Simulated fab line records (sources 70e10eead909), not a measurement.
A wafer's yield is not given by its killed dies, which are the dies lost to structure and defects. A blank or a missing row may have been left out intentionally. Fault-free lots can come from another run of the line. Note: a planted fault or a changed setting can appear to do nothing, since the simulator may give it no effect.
fab line records	flow nand_harc	part 1 of 2: steps 1 to 24 of 33
record lots=5	wafers=15	last_day=25
route steps=1159 shown P_ZERO_WELL@65 P_STI@69
lots with no fault: from the same line, run without faults
start_h: hours from the record's first day to the start of the lot's first wafer shown	wait_h: hours from the lot's prior step to this one	" the same as in the row above	L1.1+2: a single row standing in for several wafers	- no value, or no start was given	* or withheld: withheld	< > ~ a bound
route shown NAME@n: NAME is a module with steps in the file, n the number in the route of the first one	usual: mean and standard deviation over wafers with no fault	same: alike in all rows	chamber/n: place in a boat	sites: each site's reading	_std_site: the standard deviation of these	_edge_site: inner sites' mean taken away from outer sites' mean	radius_mm: for every site, how far away it sits from the centre of the wafer	mask NAME#n: copy n	behind: the tool/chamber that last shaped the wafer	hold: why the lot was held/for how many hours/how that ended	device: transistor that didn't switch, given as n, p or np	end of line: tests of these same wafers at the route's end	a step given without rows: its recipe and nothing more	killed: not the wafer's yield, but the dies lost to structure and defects at the first sort	map: a wafer's dies, x killed, . not, _ none there
set.NAME: setting as actually run; set.NAME@STEP: the setting as run at that earlier step	model.NAME: the simulator's own value behind a step, which no gauge read
lots at selected steps of the route; one table per step, one row per wafer
services: the hour from which a tool's chamber was out of use, counted from the record's first day as start_h (under 0 if before that day), plus the number of hours and why
## steps
# step NHARC_P_ZERO_WELL_PRECLEAN_68
# recipe time_s=60	temp_c=50	bath_age_min=0	chemistry=SC1
# usual temp_c=50.00/0.12
lot.wafer	tool	chamber	start_h	wait_h	temp_c
L076.4	wet_bench-03	2	-	-	49.85
L076.6	"	4	"	"	49.96
L076.3	"	7	"	"	49.82
L079.4	wet_bench-09	1	-	-	49.91
L079.5	"	4	"	"	49.98
L079.3	"	5	"	"	50.11
L081.5	wet_bench-07	4	-	-	49.96
L081.1	"	7	"	"	50.13
L081.6	"	0	"	"	50.11
L088.5	wet_bench-03	0	-	-	49.89
L088.4	"	2	"	"	49.88
L088.2	"	3	"	"	50.17
L094.4	wet_bench-09	5	-	-	49.90
L094.5	"	0	"	"	49.90
L094.6	"	2	"	"	50.21
# step NHARC_P_ZERO_WELL_SRD_69
lot.wafer	tool	chamber	start_h	wait_h
L076.4+6+3	wet_bench-03	2,4,7	-	-
L079.4+5+3	wet_bench-09	1,4,5	-	-
L081.5+1+6	wet_bench-07	4,7,0	-	-
L088.5+4+2	wet_bench-03	0,2,3	-	-
L094.4+5+6	wet_bench-09	5,0,2	-	-
# step NHARC_P_ZERO_WELL_RTA_42
# recipe temp_c=1100	time_s=300
# usual lamp_power_pct=35.9/0.91	wafer_temp_C_max=1105.6/0.98
lot.wafer	tool	chamber	start_h	wait_h	lamp_power_pct	wafer_temp_C_max
L076.3	rtp_anneal-01	0	31.21	-	36.8	1105.3
L076.4	"	0	"	"	36.9	1105.5
L076.6	"	0	"	"	36.9	1105.3
L079.3	rtp_anneal-02	0	49.01	-	35.1	1105.5
L079.4	"	0	"	"	35.1	1106.1
L079.5	"	0	"	"	35.0	1105.9
L081.1	rtp_anneal-01	0	61.04	-	36.9	1105.2
L081.5	"	0	"	"	37.0	1105.4
L081.6	"	0	"	"	36.9	1104.4
L088.2	rtp_anneal-01	0	102.94	-	36.9	1107.7
L088.4	"	0	"	"	36.8	1107.6
L088.5	"	0	"	"	36.9	1105.4
L094.4	rtp_anneal-02	0	139.28	-	35.1	1105.6
L094.5	"	0	"	"	35.0	1105.8
L094.6	"	0	"	"	35.2	1105.5
# step NHARC_P_ZERO_WELL_INSPECT_43
# usual raw_defect_count=15/6.5
lot.wafer	tool	chamber	start_h	wait_h	raw_defect_count
L076.3	defect_inspect-02	-	31.69	0.4	9
L076.4	"	-	"	"	10
L076.6	"	-	"	"	20
L079.3	defect_inspect-01	-	49.48	0.4	10
L079.4	"	-	"	"	17
L079.5	"	-	"	"	10
L081.1	defect_inspect-02	-	61.73	0.6	23
L081.5	"	-	"	"	21
L081.6	"	-	"	"	12
L088.2	defect_inspect-02	-	103.50	0.5	14
L088.4	"	-	"	"	13
L088.5	"	-	"	"	19
L094.4	defect_inspect-02	-	139.64	0.2	15
L094.5	"	-	"	"	11
L094.6	"	-	"	"	23
# step NHARC_P_STI_ETCH_26
# recipe target_depth_a=110	chemistry=dHF	material=SiO2
lot.wafer	tool	chamber	start_h	wait_h
L076.3+6+4	wet_bench-01	3,7,0	31.74	0.0
L079.5+3+4	wet_bench-02	0,2,3	49.54	0.1
L081.1+5+6	wet_bench-02	4,6,7	61.78	0.1
L088.5+4+2	wet_bench-02	6,7,0	103.58	0.1
L094.6+4+5	wet_bench-02	0,1,3	139.71	0.1
# step NHARC_P_STI_PRECLEAN_27
# recipe time_s=*	temp_c=50	bath_age_min=0	chemistry=SC1
# usual temp_c=49.98/0.11
lot.wafer	tool	chamber	start_h	wait_h	temp_c
L076.3	wet_bench-01	3	31.81	0.1	49.70
L076.6	"	7	"	"	49.82
L076.4	"	0	"	"	50.01
L079.5	wet_bench-02	0	49.60	0.0	49.88
L079.3	"	2	"	"	49.93
L079.4	"	3	"	"	49.90
L081.1	wet_bench-02	4	61.85	0.1	49.98
L081.5	"	6	"	"	50.02
L081.6	"	7	"	"	49.99
L088.5	wet_bench-02	6	103.63	0.0	49.99
L088.4	"	7	"	"	50.06
L088.2	"	0	"	"	50.07
L094.6	wet_bench-02	0	139.76	0.0	50.01
L094.4	"	1	"	"	49.80
L094.5	"	3	"	"	50.04
# step NHARC_P_STI_SRD_28
lot.wafer	tool	chamber	start_h	wait_h
L076.3+6+4	wet_bench-01	3,7,0	-	-
L079.5+3+4	wet_bench-02	0,2,3	-	-
L081.1+5+6	wet_bench-02	4,6,7	-	-
L088.5+4+2	wet_bench-02	6,7,0	-	-
L094.6+4+5	wet_bench-02	0,1,3	-	-
# step NHARC_P_STI_OXIDE_29
# recipe target_thk_a=100	temp_c=900	ox_time_s=1362	material=SiO2
# usual ox_temp_c=900.1/0.4	spike_tc_bottom_C=914.3/2.1	zone_power_top_pct=31.2/1.7
lot.wafer	tool	chamber	start_h	wait_h	ox_temp_c	spike_tc_bottom_C	zone_power_top_pct
L076.3	furnace-01	0	37.77	-	899.1	914.0	30.4
L076.4	"	0	"	"	899.8	913.2	31.0
L076.6	"	0	"	"	899.9	916.1	30.7
L079.3	furnace-01	0	53.50	-	899.4	912.6	30.5
L079.4	"	0	"	"	899.5	912.0	30.6
L079.5	"	0	"	"	899.8	911.6	30.6
L081.1	furnace-01	0	62.39	-	900.3	913.4	30.0
L081.5	"	0	"	"	900.5	913.9	30.4
L081.6	"	0	"	"	899.2	913.0	30.5
L088.2	furnace-01	0	113.96	-	899.8	912.8	31.0
L088.4	"	0	"	"	899.5	914.0	30.1
L088.5	"	0	"	"	900.3	914.8	30.2
L094.4	furnace-02	0	145.39	-	900.2	919.9	35.7
L094.5	"	0	"	"	900.0	922.5	35.1
L094.6	"	0	"	"	900.5	920.8	35.7
# step NHARC_P_STI_HM_DEP_30
# recipe target_thk_a=800	temp_c=790	pressure_mtorr=300	time_s=873	material=Si3N4
# usual spike_tc_bottom_C=810.4/1.9	zone_power_top_pct=27.9/2.1
lot.wafer	tool	chamber	start_h	wait_h	spike_tc_bottom_C	zone_power_top_pct
L076.3	lpcvd-02	1	45.12	3.6	810.2	28.2
L076.4	"	1	"	"	810.9	27.7
L076.6	"	1	"	"	811.8	28.2
L079.3	lpcvd-02	1	60.81	3.6	810.9	28.5
L079.4	"	1	"	"	810.6	28.0
L079.5	"	1	"	"	812.1	28.1
L081.1	lpcvd-02	1	69.77	3.6	810.6	28.1
L081.5	"	1	"	"	809.6	28.4
L081.6	"	1	"	"	809.4	27.9
L088.2	lpcvd-01	1	121.26	3.6	807.0	29.6
L088.4	"	1	"	"	808.3	30.1
L088.5	"	1	"	"	809.7	29.9
L094.4	lpcvd-02	1	152.65	3.6	810.7	28.4
L094.5	"	1	"	"	811.3	28.7
L094.6	"	1	"	"	812.3	28.8
# step NHARC_P_STI_DEHYDRATE_01
# recipe temp_c=150	time_s=120
# usual chill_plate_temp_C=23.01/0.1	plate_temp_C=150.02/0.14
lot.wafer	tool	chamber	start_h	wait_h	chill_plate_temp_C	plate_temp_C
L076.3	litho_track-03	0	48.80	0.4	23.00	149.98
L076.4	"	0	"	"	23.07	149.90
L076.6	"	0	"	"	23.21	149.82
L079.3	litho_track-03	0	64.44	0.4	23.01	149.84
L079.4	"	0	"	"	22.87	150.11
L079.5	"	0	"	"	23.05	149.99
L081.1	litho_track-07	0	73.47	0.4	22.95	150.11
L081.5	"	0	"	"	22.90	149.96
L081.6	"	0	"	"	22.87	150.30
L088.2	litho_track-03	0	124.90	0.4	22.79	150.24
L088.4	"	0	"	"	23.05	150.20
L088.5	"	0	"	"	22.88	150.23
L094.4	litho_track-03	0	156.33	0.4	23.15	150.10
L094.5	"	0	"	"	23.09	150.23
L094.6	"	0	"	"	22.92	150.23
# step NHARC_P_STI_HMDS_02
# recipe time_s=30
# usual chill_plate_temp_C=22.97/0.092
lot.wafer	tool	chamber	start_h	wait_h	chill_plate_temp_C
L076.3	litho_track-03	0	-	-	22.89
L076.4	"	0	"	"	22.84
L076.6	"	0	"	"	22.89
L079.3	litho_track-03	0	-	-	22.88
L079.4	"	0	"	"	23.03
L079.5	"	0	"	"	22.90
L081.1	litho_track-07	0	-	-	22.94
L081.5	"	0	"	"	22.88
L081.6	"	0	"	"	22.78
L088.2	litho_track-03	0	-	-	22.85
L088.4	"	0	"	"	22.81
L088.5	"	0	"	"	22.85
L094.4	litho_track-03	0	-	-	22.98
L094.5	"	0	"	"	22.90
L094.6	"	0	"	"	22.88
# step NHARC_P_STI_COAT_41
# recipe temp_c=200	time_s=65
# usual chill_plate_temp_C=23.02/0.1	plate_temp_C=199.96/0.16
lot.wafer	tool	chamber	start_h	wait_h	chill_plate_temp_C	plate_temp_C
L076.3	litho_track-03	0	-	-	23.00	200.10
L076.4	"	0	"	"	23.12	199.94
L076.6	"	0	"	"	23.08	199.97
L079.3	litho_track-03	0	-	-	23.06	199.94
L079.4	"	0	"	"	23.04	200.09
L079.5	"	0	"	"	23.02	199.91
L081.1	litho_track-07	0	-	-	23.08	200.02
L081.5	"	0	"	"	22.96	199.72
L081.6	"	0	"	"	22.95	199.79
L088.2	litho_track-03	0	-	-	23.11	200.02
L088.4	"	0	"	"	23.17	199.95
L088.5	"	0	"	"	23.15	200.01
L094.4	litho_track-03	0	-	-	22.75	199.98
L094.5	"	0	"	"	22.98	200.00
L094.6	"	0	"	"	22.89	200.03
# step NHARC_P_STI_COAT_03
# recipe spin_rpm=2000	resist_thk_nm=600
# usual chill_plate_temp_C=22.99/0.11
lot.wafer	tool	chamber	start_h	wait_h	chill_plate_temp_C
L076.3	litho_track-03	0	-	-	23.18
L076.4	"	0	"	"	23.00
L076.6	"	0	"	"	23.00
L079.3	litho_track-03	0	-	-	22.91
L079.4	"	0	"	"	22.97
L079.5	"	0	"	"	23.14
L081.1	litho_track-07	0	-	-	22.96
L081.5	"	0	"	"	22.95
L081.6	"	0	"	"	23.05
L088.2	litho_track-03	0	-	-	22.85
L088.4	"	0	"	"	22.93
L088.5	"	0	"	"	22.69
L094.4	litho_track-03	0	-	-	22.89
L094.5	"	0	"	"	22.92
L094.6	"	0	"	"	22.91
# step NHARC_P_STI_SOFTBAKE_04
# recipe temp_c=125	time_s=70
# usual chill_plate_temp_C=22.99/0.1	plate_temp_C=125.01/0.15
lot.wafer	tool	chamber	start_h	wait_h	chill_plate_temp_C	plate_temp_C
L076.3	litho_track-03	0	-	-	22.94	124.80
L076.4	"	0	"	"	22.96	124.73
L076.6	"	0	"	"	22.72	124.78
L079.3	litho_track-03	0	-	-	23.10	124.92
L079.4	"	0	"	"	22.88	124.78
L079.5	"	0	"	"	23.05	124.76
L081.1	litho_track-07	0	-	-	22.96	124.86
L081.5	"	0	"	"	23.17	125.06
L081.6	"	0	"	"	22.92	124.93
L088.2	litho_track-03	0	-	-	23.16	124.86
L088.4	"	0	"	"	23.00	124.91
L088.5	"	0	"	"	23.00	124.98
L094.4	litho_track-03	0	-	-	22.91	125.24
L094.5	"	0	"	"	22.86	125.16
L094.6	"	0	"	"	22.80	124.93
# step NHARC_P_STI_EBR_05
# usual chill_plate_temp_C=22.99/0.097
lot.wafer	tool	chamber	start_h	wait_h	chill_plate_temp_C
L076.3	litho_track-03	0	-	-	22.98
L076.4	"	0	"	"	22.84
L076.6	"	0	"	"	23.00
L079.3	litho_track-03	0	-	-	22.98
L079.4	"	0	"	"	23.11
L079.5	"	0	"	"	23.03
L081.1	litho_track-07	0	-	-	23.02
L081.5	"	0	"	"	22.93
L081.6	"	0	"	"	23.03
L088.2	litho_track-03	0	-	-	22.98
L088.4	"	0	"	"	23.04
L088.5	"	0	"	"	22.94
L094.4	litho_track-03	0	-	-	22.78
L094.5	"	0	"	"	22.95
L094.6	"	0	"	"	22.92
# step NHARC_P_STI_EXPOSE_06
# recipe na=0.55	target_cd_nm=200	dose_mj=37.69	mask_id=P_STI
# usual stage_vel_mm_s=499.99/0.26
# same na=0.55
lot.wafer	tool	chamber	start_h	wait_h	mask	stage_vel_mm_s
L076.3	krf_scanner-03	0	49.10	-	P_STI#0	499.68
L076.4	"	0	"	"	P_STI#0	499.53
L076.6	"	0	"	"	P_STI#0	499.63
L079.3	krf_scanner-03	0	64.74	-	P_STI#0	499.71
L079.4	"	0	"	"	P_STI#0	499.45
L079.5	"	0	"	"	P_STI#0	499.84
L081.1	krf_scanner-03	0	73.91	-	P_STI#0	500.06
L081.5	"	0	"	"	P_STI#0	500.21
L081.6	"	0	"	"	P_STI#0	499.99
L088.2	krf_scanner-03	0	125.35	-	P_STI#0	499.72
L088.4	"	0	"	"	P_STI#0	500.01
L088.5	"	0	"	"	P_STI#0	500.03
L094.4	krf_scanner-02	0	156.79	-	P_STI#0	499.47
L094.5	"	0	"	"	P_STI#0	499.64
L094.6	"	0	"	"	P_STI#0	499.45
# step NHARC_P_STI_PEB_07
# recipe peb_temp_c=128	peb_time_s=80
# usual chill_plate_temp_C=23.01/0.11	plate_temp_C=128.02/0.14
lot.wafer	tool	chamber	start_h	wait_h	chill_plate_temp_C	plate_temp_C
L076.3	litho_track-07	0	49.15	0.1	22.92	128.04
L076.4	"	0	"	"	22.94	127.83
L076.6	"	0	"	"	23.04	128.25
L079.3	litho_track-03	0	64.80	0.1	23.09	128.13
L079.4	"	0	"	"	22.93	127.93
L079.5	"	0	"	"	23.04	128.11
L081.1	litho_track-07	0	73.97	0.1	23.06	127.95
L081.5	"	0	"	"	22.95	127.96
L081.6	"	0	"	"	23.04	128.21
L088.2	litho_track-03	0	125.41	0.1	22.89	128.11
L088.4	"	0	"	"	22.92	128.25
L088.5	"	0	"	"	22.96	128.11
L094.4	litho_track-07	0	156.85	0.0	22.86	127.77
L094.5	"	0	"	"	23.02	127.80
L094.6	"	0	"	"	22.88	127.99
# step NHARC_P_STI_DEVELOP_08
# recipe time_s=50	dev_temp_c=22
# usual chill_plate_temp_C=23.00/0.098
lot.wafer	tool	chamber	start_h	wait_h	chill_plate_temp_C
L076.3	litho_track-07	0	-	-	23.06
L076.4	"	0	"	"	22.84
L076.6	"	0	"	"	22.98
L079.3	litho_track-03	0	-	-	23.12
L079.4	"	0	"	"	23.20
L079.5	"	0	"	"	23.04
L081.1	litho_track-07	0	-	-	23.18
L081.5	"	0	"	"	23.05
L081.6	"	0	"	"	22.96
L088.2	litho_track-03	0	-	-	23.10
L088.4	"	0	"	"	23.07
L088.5	"	0	"	"	23.01
L094.4	litho_track-07	0	-	-	23.01
L094.5	"	0	"	"	23.03
L094.6	"	0	"	"	22.89
# step NHARC_P_STI_CD_MEAS_09
# recipe target_cd_nm=200	landing_energy_ev=500
# usual cd_nm=199.5/2.1
# same landing_energy_ev=500
lot.wafer	tool	chamber	start_h	wait_h	cd_nm
L076.3	cd_sem-01	0	49.24	-	200.9
L076.4	"	0	"	"	198.9
L076.6	"	0	"	"	199.3
L079.3	cd_sem-01	0	64.89	-	204.6
L079.4	"	0	"	"	200.3
L079.5	"	0	"	"	201.7
L081.1	cd_sem-02	0	74.06	-	198.3
L081.5	"	0	"	"	197.5
L081.6	"	0	"	"	201.1
L088.2	cd_sem-03	0	125.51	-	200.3
L088.4	"	0	"	"	198.1
L088.5	"	0	"	"	199.7
L094.4	cd_sem-02	0	156.94	-	198.5
L094.5	"	0	"	"	201.1
L094.6	"	0	"	"	200.8
# step NHARC_P_STI_OVL_MEAS_10
# usual overlay_x_nm=1/7	overlay_y_nm=2/5.3
lot.wafer	tool	chamber	start_h	wait_h	overlay_x_nm	overlay_y_nm
L076.3	overlay-02	-	49.33	-	6	4
L076.4	"	-	"	"	6	4
L076.6	"	-	"	"	6	4
L079.3	overlay-01	-	64.97	-	13	-3
L079.4	"	-	"	"	13	-3
L079.5	"	-	"	"	12	-3
L081.1	overlay-02	-	74.15	-	-8	-1
L081.5	"	-	"	"	-7	-1
L081.6	"	-	"	"	-8	-1
L088.2	overlay-02	-	125.59	-	1	-7
L088.4	"	-	"	"	2	-6
L088.5	"	-	"	"	1	-7
L094.4	overlay-01	-	157.04	-	9	1
L094.5	"	-	"	"	9	2
L094.6	"	-	"	"	9	1
# step NHARC_P_STI_INSPECT_11
# usual raw_defect_count=5.8/2.7
lot.wafer	tool	chamber	start_h	wait_h	raw_defect_count
L076.3	defect_inspect-02	-	49.36	0.0	3
L076.4	"	-	"	"	5
L076.6	"	-	"	"	7
L079.3	defect_inspect-02	-	65.01	0.0	4
L079.4	"	-	"	"	2
L079.5	"	-	"	"	7
L081.1	defect_inspect-02	-	74.18	0.0	4
L081.5	"	-	"	"	6
L081.6	"	-	"	"	8
L088.2	defect_inspect-01	-	125.63	0.0	2
L088.4	"	-	"	"	5
L088.5	"	-	"	"	6
L094.4	defect_inspect-01	-	157.08	0.0	8
L094.5	"	-	"	"	5
L094.6	"	-	"	"	5
# step NHARC_P_STI_HARDBAKE_13
# recipe temp_c=118	time_s=65
# usual chill_plate_temp_C=23.01/0.11	plate_temp_C=117.95/0.16
lot.wafer	tool	chamber	start_h	wait_h	chill_plate_temp_C	plate_temp_C
L076.3	litho_track-02	0	49.42	0.1	23.03	118.08
L076.4	"	0	"	"	23.05	118.36
L076.6	"	0	"	"	23.10	118.18
L079.3	litho_track-07	0	65.07	0.1	23.08	117.88
L079.4	"	0	"	"	22.98	117.90
L079.5	"	0	"	"	23.01	117.86
L081.1	litho_track-07	0	74.24	0.1	23.06	117.80
L081.5	"	0	"	"	23.13	117.67
L081.6	"	0	"	"	22.98	118.05
L088.2	litho_track-03	0	125.69	0.1	23.08	117.74
L088.4	"	0	"	"	22.89	117.67
L088.5	"	0	"	"	22.92	117.85
L094.4	litho_track-07	0	157.14	0.1	22.79	118.01
L094.5	"	0	"	"	23.03	118.06
L094.6	"	0	"	"	23.02	118.20
# step NHARC_P_STI_DESCUM_14
# recipe time_s=3	o2_flow_sccm=200	ar_flow_sccm=0	bias_power_w=0	chemistry=O2
# usual drypump_motor_current_A=5.7/0.39	mfc_ar_sccm=0.006/0.0094	oes_product_au=1.001/0.0091	rf_vpp_V=57.7/0.84	showerhead_plenum_p_Torr=1.89/0.057	throttle_valve_pct=11.310/0.0089
lot.wafer	tool	chamber	start_h	wait_h	drypump_motor_current_A	mfc_ar_sccm	oes_product_au	rf_hours_counter_h	rf_vpp_V	showerhead_plenum_p_Torr	throttle_valve_pct
L076.4	rie_diel-06	2	49.50	-	6.0	0	0.995	10	57.0	1.88	11.313
L076.3	"	1	"	"	6.1	0	1.001	11	57.8	1.87	11.281
L076.6	"	3	"	"	5.5	0.011	1.018	-	56.9	1.81	11.324
L079.4	rie_diel-07	3	65.16	-	6.0	0.020	1.018	0	57.5	1.89	11.304
L079.3	"	0	"	"	6.2	0	1.004	0	57.8	1.90	11.311
L079.5	"	2	"	"	5.9	0.018	0.992	-	58.0	1.94	11.292
L081.1	rie_diel-07	2	74.32	-	6.0	0.018	0.993	0	58.2	1.94	11.306
L081.5	"	2	"	"	6.0	0.018	0.993	-	58.2	1.94	11.329
L081.6	"	3	"	"	6.0	0.020	1.015	-	57.6	1.89	11.296
L088.2	rie_diel-07	0	125.77	-	6.2	0	0.999	2	57.3	1.90	11.309
L088.4	"	1	"	"	5.1	0	1.003	2	57.4	1.87	11.319
L088.5	"	1	"	"	5.1	0	1.002	-	58.2	1.87	11.311
L094.4	rie_diel-07	0	157.21	-	6.2	0	0.994	3	57.9	1.90	11.319
L094.6	"	0	"	"	6.2	0	1.000	-	57.7	1.90	11.321
L094.5	"	1	"	"	5.1	0	0.999	-	57.0	1.87	11.318
# step NHARC_P_STI_ETCH_42
# recipe target_depth_a=800	overetch_a=240	time_s=61	ion_energy_ev=200	n2_flow_sccm=150	h2_flow_sccm=150	ar_flow_sccm=0	rf_w=400	bias_w=150	chemistry=N2/H2
# usual drypump_motor_current_A=5.7/0.4	mfc_ar_sccm=0.006/0.0096	oes_product_au=1.003/0.0086	rf_vpp_V=430.0/1.9	showerhead_plenum_p_Torr=2.02/0.06	throttle_valve_pct=14.171/0.0084
lot.wafer	tool	chamber	start_h	wait_h	drypump_motor_current_A	mfc_ar_sccm	oes_product_au	rf_hours_counter_h	rf_vpp_V	showerhead_plenum_p_Torr	throttle_valve_pct
L076.3	rie_diel-06	0	49.58	0.1	5.5	0	0.989	11	429.4	2.02	14.183
L076.4	"	2	"	"	5.9	0	0.996	10	429.6	2.00	14.172
L076.6	"	0	"	"	5.5	0	0.991	-	429.0	2.02	14.167
L079.3	rie_diel-07	0	65.23	0.1	6.3	0	1.008	0	429.6	2.03	14.168
L079.4	"	1	"	"	5.1	0	0.993	0	430.8	2.00	14.171
L079.5	"	3	"	"	5.9	0.020	1.008	-	428.8	2.01	14.185
L081.1	rie_diel-07	0	74.41	0.1	6.3	0	1.001	1	430.6	2.03	14.163
L081.5	"	3	"	"	5.9	0.020	1.012	-	429.7	2.01	14.186
L081.6	"	0	"	"	6.3	0	0.988	-	430.1	2.03	14.169
L088.4	rie_diel-07	3	125.85	0.1	5.9	0.020	1.021	2	429.0	2.01	14.167
L088.2	"	1	"	"	5.1	0	1.003	2	430.5	2.00	14.174
L088.5	"	0	"	"	6.3	0	1.008	-	431.0	2.03	14.166
L094.4	rie_diel-07	3	157.30	0.1	5.9	0.020	1.005	3	429.8	2.01	14.181
L094.6	"	2	"	"	6.0	0.018	0.999	-	431.1	2.07	14.162
L094.5	"	3	"	"	5.9	0.020	1.010	-	429.2	2.01	14.173
